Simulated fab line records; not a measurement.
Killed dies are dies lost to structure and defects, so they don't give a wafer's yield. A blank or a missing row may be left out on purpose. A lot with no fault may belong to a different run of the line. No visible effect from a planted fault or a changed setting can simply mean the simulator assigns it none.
Comparing a struck lot with a sound one / flow n5_finfet / 40 out of 1938 route steps
Sound: the wafers L114.3, L114.4, L114.5. Struck: wafer L124.6. (L124.2 of the same lot was not struck and is left out.) The cause comes at the end.
At each step with rows: each side's tool, then ch and its chambers, then its first start. Under that, the readings that differ: sound wafers / struck wafers / difference of the means / sigmas: that difference in standard deviations of wafers without a fault.
alike: words and numbers the same on both sides, and readings whose means are apart by under 2 such deviations; not compared: readings that were withheld, readings missing a value for some wafer, numbers with overlapping values and no deviation given by the record, and bounds like >300 which may hide the same value.
A row with sigmas, a row that says differs or no value, or rows on one side alone: a step with any of these is where the two part. Non-overlapping numbers with no deviation appear without sigmas and do not part them. A reading missing from all wafers of one side parts the sides only when that side holds two or more wafers.

first, 12 steps without rows for these wafers: N5_MOL_CONTACT_COAG_PRECLEAN_111 (cleans in NF3:NH3, afs cycles 1, time 20 s, sublimation time 60 s); N5_MOL_CONTACT_COAG_TI_SIL_19 (material Ti, target thk 4.2 nm, time 15 s); N5_MOL_CONTACT_COAG_ALD_20 (deposits TiN, target thk 1.5 nm, pulse time 1 s, purge time 3 s); N5_MOL_CONTACT_COAG_SIL_ANNEAL_21 (time 60 s); N5_MOL_CONTACT_COAG_PRE_CLEAN_141 (time 60 s); N5_MOL_CONTACT_COAG_SPUTTER_143 (material Co, target thk 2.5 nm); N5_MOL_CONTACT_COAG_CO_FILL_22 (material Co, precursor CCTBA/H2, target thk 20 nm); N5_MOL_CONTACT_COAG_ANNEAL_113 (time 300 s); N5_MOL_CONTACT_COAG_PRE_CLEAN_142 (time 60 s); N5_MOL_CONTACT_COAG_SPUTTER_130 (material Co, target thk 47.5 nm); N5_MOL_CONTACT_COAG_PRECLEAN_125 (cleans in DIW, time 57.5 s); N5_MOL_CONTACT_COAG_SRD_126 (dry time 32 s).
N5_MOL_CONTACT_COAG_CMP_23: polishes, stops on SiO2, t overpolish 1.5 s, target thk 0 nm.
  sound on cmp-01 ch 1,2,3, day 6 09:12; struck on cmp-01 ch 1, day 8 20:10
reading=time_to_endpoint_s (s); sound=5.7 9.3 12.4; struck=16.4; difference=+7.3; sigmas=+4
reading=model.SiNx_of_GATE_CUT_SAC_CAP_01.thk_nm (nm); sound=18.2 18.2 18.2; struck=19.4; difference=+1.2; sigmas=
  alike: head_pressure_psi, motor_current_A, overpolish_run_s, slurry_filter_dp_kPa, slurry_flow_ml_min
then, 3 steps without rows for these wafers: N5_MOL_CONTACT_COAG_WET_ETCH_26 (target Co, target depth 13 nm); N5_MOL_CONTACT_COAG_WET_ETCH_116 (etches the open film in SC1-inhibited, target depth 4.6 nm, rinse time 30 s); N5_MOL_CONTACT_COAG_ALD_27 (deposits SiOC, target thk 17 nm, pulse time 1.5 s, time 2720 s).
N5_MOL_CONTACT_COAG_CMP_28: polishes, stops on SiNx, t overpolish 0.85 s, target thk 14.522 nm.
  sound on cmp-01 ch 2,3, day 6 11:38; struck on cmp-02 ch 0, day 9 00:03
reading=model.SiNx_of_GATE_CUT_SAC_CAP_01.thk_nm (nm); sound=17.8 17.8 17.8; struck=19; difference=+1; sigmas=
  alike: head_pressure_psi, motor_current_A, slurry_filter_dp_kPa, slurry_flow_ml_min
N5_MOL_CONTACT_COAG_THK_MEAS_29:
  sound on film_metro-01, day 6 11:53; struck on film_metro-02, day 9 00:19
reading=MD_CAP_THK (nm); sound=17.87 17.84 17.79; struck=18.98; difference=+1.15; sigmas=+16
then, 19 steps without rows for these wafers: N5_MOL_CONTACT_COAG_ALD_123 (deposits SiNx, target thk 5 nm, pulse time 1 s, purge time 2 s); N5_MOL_CONTACT_COAG_PECVD_31 (deposits SiO2 from TEOS/O2, target thk 46 nm, time 8.9 s); N5_MOL_CONTACT_COAG_COAT_75 (time 60 s, resist thk 60 nm); N5_MOL_CONTACT_COAG_COAT_76 (time 60 s, resist thk 10 nm); N5_MOL_CONTACT_COAG_COAT_77 (time 60 s, resist thk 10 nm); N5_MOL_CONTACT_COAG_COAT_78 (resist thk 40 nm); N5_MOL_CONTACT_COAG_EBR_80; N5_MOL_CONTACT_COAG_SOFTBAKE_79 (time 60 s); N5_MOL_CONTACT_COAG_EXPOSE_81 (exposes mask VG, defocus 0 nm); N5_MOL_CONTACT_COAG_PEB_82 (peb time 60 s); N5_MOL_CONTACT_COAG_DEVELOP_83 (develop time 30 s); N5_MOL_CONTACT_COAG_DESCUM_88 (chemistry O2, time 7 s); N5_MOL_CONTACT_COAG_ETCH_89 (etches underlayer in N2/H2, target depth 13 nm, time 10.4 s); N5_MOL_CONTACT_COAG_ETCH_90 (etches SiARC in CF4, target depth 13 nm, time 21.7 s); N5_MOL_CONTACT_COAG_ALD_131 (deposits SiO2, target thk 5 nm, pulse time 1 s, co reactant pulse time 1 s); N5_MOL_CONTACT_COAG_ETCHBACK_132 (etches SiO2 in CHF3, target depth 10 nm, time 6.7 s); N5_MOL_CONTACT_COAG_ETCH_91 (etches SOC in N2/H2, target depth 60 nm, overetch 21 nm, time 101.2 s); N5_MOL_CONTACT_COAG_STRIP_92 (strips in N2/H2); N5_MOL_CONTACT_COAG_STRIP_93 (strips in N2/H2).
N5_MOL_CONTACT_COAG_ETCH_47: etches SiNx in CH3F/O2, stops on W, target depth 27 nm.
  sound on rie_diel-04 ch 0,1,3, day 6 14:25; struck on rie_diel-04 ch 2, day 9 02:23
reading=etch_rf_on_time_s (s); sound=31.2 30.5 30.1; struck=32.6; difference=+2.0; sigmas=+5
reading=model.etch.t_clear_s (s); sound=26.02 25.44 25.09; struck=27.21; difference=+1.69; sigmas=
reading=model.MOL_CONTACT_COAG.feature_depth_nm (nm); sound=18.4 18.4 18.4; struck=19.6; difference=+1.2; sigmas=
reading=model.etch.depth_nm (nm); sound=17.87 17.9 17.79; struck=18.98; difference=+1.13; sigmas=
  alike: drypump_motor_current_A, oes_ar_750_au, oes_product_au, rf_vpp_V, showerhead_plenum_p_Torr, throttle_valve_pct
  not compared: rf_hours_counter_h
-- the record jumps here: 3 days lie between the struck wafers' starts before and after (it left off in module MOL_CONTACT_COAG and takes up again in module BEOL_M4, whose first step shown is number 1111 of the route) --
N5_BEOL_M4_RC_MEAS_101:
  sound on prober-02 ch 0, day 10 15:11; struck on prober-02 ch 0, day 12 12:48
  alike: DIBL_N, DIBL_P, IOFF_N, IOFF_P, ION_N, ION_P, SS_N, SS_P, VT_N, VT_P
N5_PASSIVATION_PROBE_49:
  sound wafers here have rows in the record (prober-01, day 14 23:25); struck ones have none

## WHERE THEY PART
Last at N5_PASSIVATION_PROBE_49 as far as this record goes, first at N5_MOL_CONTACT_COAG_CMP_23.

WHY: what the simulator had put in
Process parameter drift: cmp-01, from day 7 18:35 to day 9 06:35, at N5_MOL_CONTACT_COAG_CMP_23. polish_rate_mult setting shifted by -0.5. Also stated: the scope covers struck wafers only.
